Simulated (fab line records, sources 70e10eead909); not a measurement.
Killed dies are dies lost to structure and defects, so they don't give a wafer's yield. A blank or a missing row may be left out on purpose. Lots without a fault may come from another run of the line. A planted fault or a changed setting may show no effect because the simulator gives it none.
Chamber matching | flow nand_harc | NHARC_A_CONTACT_DESCUM_47 on rie_diel-04: 4 sister chambers
The step chemistry O2, time 3 s. 16 wafers are shown with their chamber, then 8 later ones without.

WAFERS WITH THEIR CHAMBER
wafer  | chamber | drypump_motor_current_A (A) | showerhead_plenum_p_Torr (Torr) | oes_product_au (a.u.)
L076.2 | 1       | 4.9                         | 1.91                            | 1.008
L076.4 | 0       | 5.6                         | 1.90                            | 1.009
L076.6 | 3       | 5.3                         | 1.82                            | 1.006
L079.1 | 2       | 5.8                         | 1.88                            | 1.019
L079.2 | 3       | 5.2                         | 1.82                            | 0.992
L079.5 | 2       | 5.8                         | 1.88                            | 1.012
L080.3 | 2       | 5.8                         | 1.88                            | 1.015
L080.4 | 1       | 4.9                         | 1.90                            | 1.006
L080.5 | 0       | 5.6                         | 1.89                            | 0.998
L082.1 | 2       | 5.8                         | 1.87                            | 1.010
L082.2 | 3       | 5.2                         | 1.81                            | 0.999
L082.4 | 1       | 4.9                         | 1.90                            | 0.999
L084.1 | 0       | 5.6                         | 1.89                            | 0.995
L084.2 | 3       | 5.2                         | 1.81                            | 0.992
L084.3 | 2       | 5.8                         | 1.87                            | 1.012
L084.4 | 1       | 4.9                         | 1.90                            | 1.014

SIGNATURES (means of the wafers above)
reading                  | chamber 0 | chamber 1 | chamber 2 | chamber 3 | scatter within a chamber
drypump_motor_current_A  | 5.600     | 4.900     | 5.800     | 5.225     | 0.025
showerhead_plenum_p_Torr | 1.8933    | 1.9025    | 1.8760    | 1.8150    | 0.00549
oes_product_au           | 1.00067   | 1.00675   | 1.01360   | 0.99725   | 0.00583
Rule: a wafer's distance from a chamber is the root of the sum, over the readings, of the square of ((its reading less the chamber's mean) divided by the reading's scatter). The wafer belongs to the nearest chamber; if the next one is less than 2 further off, it can't be placed. The scatter: the root of (the sum of the squares of (reading less its chamber's mean) over the shown wafers, divided by (wafers less chambers)).

WAFERS WITHOUT THEIR CHAMBER
wafer  | drypump_motor_current_A (A) | showerhead_plenum_p_Torr (Torr) | oes_product_au (a.u.)
L084.5 | 4.9                         | 1.90                            | 1.006
L084.6 | 5.9                         | 1.87                            | 1.012
L090.1 | 4.9                         | 1.89                            | 1.007
L090.3 | 5.9                         | 1.87                            | 1.014
L090.6 | 5.6                         | 1.89                            | 1.007
L097.1 | 4.9                         | 1.89                            | 1.000
L097.4 | 5.3                         | 1.80                            | 1.007
L097.6 | 5.8                         | 1.87                            | 1.018

WHICH CHAMBER EACH WENT THROUGH
wafer  | from the rows above | in truth
L084.5 | 1                   | 1
L084.6 | 2                   | 2
L090.1 | 1                   | 1
L090.3 | 2                   | 2
L090.6 | 0                   | 0
L097.1 | 1                   | 1
L097.4 | 3                   | 3
L097.6 | 2                   | 2
Placed correctly: 8 of 8. Can't be placed from these rows: 0. Placed wrongly: 0.
